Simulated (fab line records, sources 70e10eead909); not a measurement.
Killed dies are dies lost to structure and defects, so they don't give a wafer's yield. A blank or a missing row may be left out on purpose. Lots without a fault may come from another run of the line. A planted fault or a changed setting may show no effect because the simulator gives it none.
A struck lot beside a sound one | flow nand_harc | 21 steps out of a route of 1159
Sound: wafers L402.1, L402.2, L402.6. Struck: wafers L413.1, L413.3, L413.4. The cause comes at the end.
At each step with rows: each side's tool, then ch and its chambers, then its first start. Under that, the readings that differ: sound wafers | struck wafers | difference of the means | sigmas: that difference in standard deviations of wafers without a fault.
alike: readings whose means differ by less than 2 such deviations, and words and numbers that are the same on both sides. not compared: withheld readings, readings that some wafer has no value for, bounds like >300 that may hide the same value, and numbers for which the record gives no deviation and whose values overlap.
The two part at a step that has a row with sigmas, a row that says differs or no value, or rows on one side only. Numbers that don't overlap but have no deviation are shown without sigmas and don't part them. A reading that every wafer of one side lacks parts them only if that side has two wafers or more.

first, 5 steps without rows for these wafers: NHARC_P_STI_SOFTBAKE_04 (time 70 s); NHARC_P_STI_EBR_05; NHARC_P_STI_EXPOSE_06 (exposes mask P STI, target cd 200 nm); NHARC_P_STI_PEB_07 (peb time 80 s); NHARC_P_STI_DEVELOP_08 (time 50 s).
NHARC_P_STI_CD_MEAS_09: target cd 200 nm.
  sound on cd_sem-01 ch 0, day 3 19:22; struck on cd_sem-02 ch 0, day 6 11:35
  alike: cd_nm
NHARC_P_STI_OVL_MEAS_10:
  sound on overlay-02, day 3 19:27; struck on overlay-02, day 6 11:41
  reading           | sound | struck   | difference | sigmas
  overlay_y_nm (nm) | 8 8 7 | -2 -2 -2 | -10        | -2
  alike: overlay_x_nm
NHARC_P_STI_INSPECT_11:
  sound on defect_inspect-01, day 3 19:29; struck on defect_inspect-01, day 6 11:43
  alike: raw_defect_count
then, 1 step without rows for these wafers: NHARC_P_STI_HARDBAKE_13 (time 65 s).
NHARC_P_STI_DESCUM_14: chemistry O2, time 3 s.
  sound on rie_diel-05 ch 1,3, day 3 19:38; struck on rie_diel-05 ch 0,1,2, day 6 11:51
  alike: drypump_motor_current_A, oes_product_au, rf_vpp_V, showerhead_plenum_p_Torr, throttle_valve_pct
  not compared: rf_hours_counter_h
NHARC_P_STI_ETCH_42: etches the open film in N2/H2, target depth 80 nm, overetch 24 nm, time 61 s.
  sound on rie_diel-05 ch 2,3, day 3 19:43; struck on rie_diel-05 ch 0,1,3, day 6 11:56
  alike: bias_w, chamber_pressure_mTorr, drypump_motor_current_A, oes_product_au, rf_vpp_V, showerhead_plenum_p_Torr, throttle_valve_pct
  not compared: rf_hours_counter_h
NHARC_P_STI_ETCH_31: etches the open film in CF4/CHF3, target depth 108.9 nm, time 54.5 s.
  sound on rie_diel-05 ch 0,2; struck on rie_diel-05 ch 0,1,2
  alike: bias_w, cf4_flow_sccm, drypump_motor_current_A, oes_product_au, rf_vpp_V, showerhead_plenum_p_Torr, throttle_valve_pct
  not compared: rf_hours_counter_h
NHARC_P_STI_ETCH_15: etches the open film in HBr/Cl2, target depth 300 nm, time 100.1 s.
  sound on rie_si-03 ch 0,1,2, day 3 19:59; struck on rie_si-03 ch 0,1,3, day 6 12:08
  no value came back on the struck wafers for any of 6 readings (bias_w (W), chamber_pressure_mTorr (mTorr) and others); on the sound wafers bias_w (W) reads 99.77 99.74 99.67
  not compared: rf_hours_counter_h
NHARC_P_STI_CD_MEAS_16:
  sound on cd_sem-03, day 3 20:07; struck on cd_sem-03, day 6 12:17
  alike: cd_nm
NHARC_P_STI_OCD_MEAS_17:
  sound on ocd-01, day 3 20:12; struck on ocd-01, day 6 12:23
  reading                | sound             | struck | difference                    | sigmas
  trench_depth_nm (nm)   | 298 304 302       | 0 0 0  | -301                          | -73
  trench_foot_cd_nm (nm) | 156.7 157.6 153.9 | - - -  | no value on the struck wafers |
then, 3 steps without rows for these wafers: NHARC_P_STI_STRIP_19 (strips in SPM, time 900 s); NHARC_P_STI_PRECLEAN_32 (cleans in SC1); NHARC_P_STI_SRD_23.
NHARC_P_STI_OCD_MEAS_43:
  sound on ocd-01, day 3 20:42; struck on ocd-01, day 6 12:53
  reading                | sound             | struck | difference                    | sigmas
  trench_depth_nm (nm)   | 298 303 302       | 0 0 0  | -301                          | -73
  trench_foot_cd_nm (nm) | 156.9 157.4 153.8 | - - -  | no value on the struck wafers |
then, 1 step without rows for these wafers: NHARC_P_STI_OXIDE_33 (material SiO2, target thk 10 nm, ox time 281 s).
-- the record jumps here: 17 days lie between the struck wafers' starts before and after (it left off in module P_STI and takes up again in module END, whose first step shown is number 1159 of the route) --
NHARC_END_SORT_01:
  the record has rows for the struck wafers here (prober-02 ch 0, day 23 15:04) and none for the sound ones

WHERE THEY PART
First at NHARC_P_STI_OVL_MEAS_10; last, within this record, at NHARC_END_SORT_01.

WHY: what the simulator had put in
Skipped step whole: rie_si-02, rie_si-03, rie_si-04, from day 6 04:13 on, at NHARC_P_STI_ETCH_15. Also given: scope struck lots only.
